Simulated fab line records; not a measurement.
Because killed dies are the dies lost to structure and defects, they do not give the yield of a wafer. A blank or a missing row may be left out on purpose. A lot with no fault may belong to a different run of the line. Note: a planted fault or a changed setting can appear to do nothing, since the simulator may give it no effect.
Split-lot study + flow n5_finfet + 39 wafers read across 7 lots, on a route 1938 steps long

== ABOUT THE SPLIT ==
At N5_FIN_SAQP_PECVD_06 (deposits a-Si from SiH4/He, target thk 60 nm, time 48.1 s), the setting time_s was moved away from the recipe's 48.1 s on 12 of the 39 wafers read, by -57.2% to -20.2%. For the rest of the wafers, this setting stayed at what the recipe calls for.

== FROM THE SPLIT TO THE READING: what the file shows between them, 5 steps ==
- N5_FIN_SAQP_THK_MEAS_07
- N5_FIN_SAQP_HM_DEP_72: deposits SiO2 from SiH4/N2O, target thk 12 nm, time 7.2 s
- N5_FIN_SAQP_COAT_49: time 60 s, resist thk 100 nm
- N5_FIN_SAQP_HM_OPEN_73: chemistry CHF3/O2, target SiO2, stops on a-Si, target depth 12 nm, time 16.8 s
- N5_FIN_SAQP_STRIP_74: strips in CHF3/O2

== THE READING ==
oes_product_au, in a.u., at N5_FIN_SAQP_MANDREL_ETCH_22 (etches a-Si in HBr/Cl2, stops on SiNx, target depth 60 nm, bt time 10 s, time 30 s). On this fab line, fault-free wafers typically give 0.762 a.u. with a standard deviation of 0.012 a.u.

| wafer  | tool, chamber at the split | time_s as run, s | against the recipe | oes_product_au, a.u. | against lot-mates on the recipe |
|--------|----------------------------|------------------|--------------------|----------------------|---------------------------------|
| L075.3 | pecvd-01, 2                | 48.1             | recipe             | 0.754                | -                               |
| L075.4 | pecvd-01, 2                | 48.1             | recipe             | 0.782                | -                               |
| L075.5 | pecvd-01, 0                | 48.1             | recipe             | 0.755                | -                               |
| L077.1 | pecvd-03, 1                | 48.1             | recipe             | 0.773                | -                               |
| L077.2 | pecvd-03, 2                | 48.1             | recipe             | 0.753                | -                               |
| L077.3 | pecvd-03, 0                | 48.1             | recipe             | 0.757                | -                               |
| L077.4 | pecvd-03, 2                | 48.1             | recipe             | 0.751                | -                               |
| L077.5 | pecvd-03, 1                | 48.1             | recipe             | 0.759                | -                               |
| L077.6 | pecvd-03, 0                | 48.1             | recipe             | 0.761                | -                               |
| L081.1 | pecvd-04, 1                | 20.93            | -56.5%             | 0.489                | -0.276                          |
| L081.2 | pecvd-04, 0                | 20.93            | -56.5%             | 0.488                | -0.277                          |
| L081.3 | pecvd-04, 2                | 48.1             | recipe             | 0.756                | -                               |
| L081.4 | pecvd-04, 2                | 48.1             | recipe             | 0.788                | -                               |
| L081.5 | pecvd-04, 0                | 20.93            | -56.5%             | 0.494                | -0.271                          |
| L081.6 | pecvd-04, 1                | 48.1             | recipe             | 0.750                | -                               |
| L090.1 | pecvd-04, 1                | 48.1             | recipe             | 0.747                | -                               |
| L090.2 | pecvd-04, 2                | 48.1             | recipe             | 0.763                | -                               |
| L090.3 | pecvd-04, 0                | 20.6             | -57.2%             | 0.489                | -0.274                          |
| L090.4 | pecvd-04, 0                | 20.6             | -57.2%             | 0.488                | -0.275                          |
| L090.5 | pecvd-04, 2                | 20.6             | -57.2%             | 0.489                | -0.274                          |
| L090.6 | pecvd-04, 1                | 48.1             | recipe             | 0.779                | -                               |
| L091.1 | pecvd-03, 1                | 48.1             | recipe             | 0.769                | -                               |
| L091.2 | pecvd-03, 0                | 48.1             | recipe             | 0.752                | -                               |
| L091.3 | pecvd-03, 2                | 37.31            | -22.4%             | 0.652                | -0.105                          |
| L091.4 | pecvd-03, 2                | 48.1             | recipe             | 0.751                | -                               |
| L091.5 | pecvd-03, 1                | 37.31            | -22.4%             | 0.658                | -0.099                          |
| L091.6 | pecvd-03, 0                | 37.31            | -22.4%             | 0.655                | -0.102                          |
| L092.1 | pecvd-03, 2                | 38.37            | -20.2%             | 0.654                | -0.097                          |
| L092.2 | pecvd-03, 1                | 48.1             | recipe             | 0.764                | -                               |
| L092.3 | pecvd-03, 0                | 48.1             | recipe             | 0.744                | -                               |
| L092.4 | pecvd-03, 0                | 38.37            | -20.2%             | 0.678                | -0.073                          |
| L092.5 | pecvd-03, 1                | 48.1             | recipe             | 0.745                | -                               |
| L092.6 | pecvd-03, 2                | 38.37            | -20.2%             | 0.693                | -0.058                          |
| L097.1 | pecvd-04, 2                | 48.1             | recipe             | 0.769                | -                               |
| L097.2 | pecvd-04, 1                | 48.1             | recipe             | 0.755                | -                               |
| L097.3 | pecvd-04, 2                | 48.1             | recipe             | 0.765                | -                               |
| L097.4 | pecvd-04, 1                | 48.1             | recipe             | 0.780                | -                               |
| L097.5 | pecvd-04, 2                | 48.1             | recipe             | 0.766                | -                               |
| L097.6 | pecvd-04, 1                | 48.1             | recipe             | 0.773                | -                               |

FIT RESULTS
A straight line over all 39 wafers: oes_product_au changes by +0.00477 a.u. for each +1% of time_s; r = +0.99; the points scatter about the line by 0.011 a.u.
The same after taking each lot's own level away (the mean of its wafers on the recipe; 39 wafers): +0.00478 a.u. for each +1%; r = +0.99; scatter 0.012 a.u.
On that fit, the largest move of time_s shifts the reading by 0.27 a.u.
From 0.7510 to 0.7680 a.u.: that is the span of the lots' own levels, equal to 1.4 times the standard deviation above.
Hence the lot-to-lot level has little effect on the slope; both slopes agree.
Check: -0.272 a.u. against its lot-mates is what the line predicts for one of the wafers moved furthest among these (-57.2%) when that wafer is left out of the fit. Against them it came out at -0.274 a.u.

== THE WHOLE CHAIN: every reading that the file lists as answering this split, in the file's order ==
| step                        | what it does                                                                       | reading                                                                           | change (the file's fit)                   | r (the file's) |
|-----------------------------|------------------------------------------------------------------------------------|-----------------------------------------------------------------------------------|-------------------------------------------|----------------|
| N5_FIN_SAQP_PECVD_06        | deposits a-Si from SiH4/He, target thk 60 nm, time 48.1 s                          | a-Si_of_FIN_SAQP_PECVD_06.thk_nm (the simulator's own value, which no gauge read) | +0.614 nm for each +1% of the setting     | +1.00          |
| N5_FIN_SAQP_THK_MEAS_07     |                                                                                    | thk_nm                                                                            | withheld for each +1% of the setting      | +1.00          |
| N5_FIN_SAQP_MANDREL_ETCH_22 | etches a-Si in HBr/Cl2, stops on SiNx, target depth 60 nm, bt time 10 s, time 30 s | oes_product_au                                                                    | +0.00475 a.u. for each +1% of the setting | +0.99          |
| N5_FIN_SAQP_MANDREL_ETCH_22 | etches a-Si in HBr/Cl2, stops on SiNx, target depth 60 nm, bt time 10 s, time 30 s | etch.depth_nm (the simulator's own value, which no gauge read)                    | +0.614 nm for each +1% of the setting     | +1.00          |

== THE FILE'S OWN FIT ==
oes_product_au changes by +0.00475 a.u. for each +1% of time_s, r = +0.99.
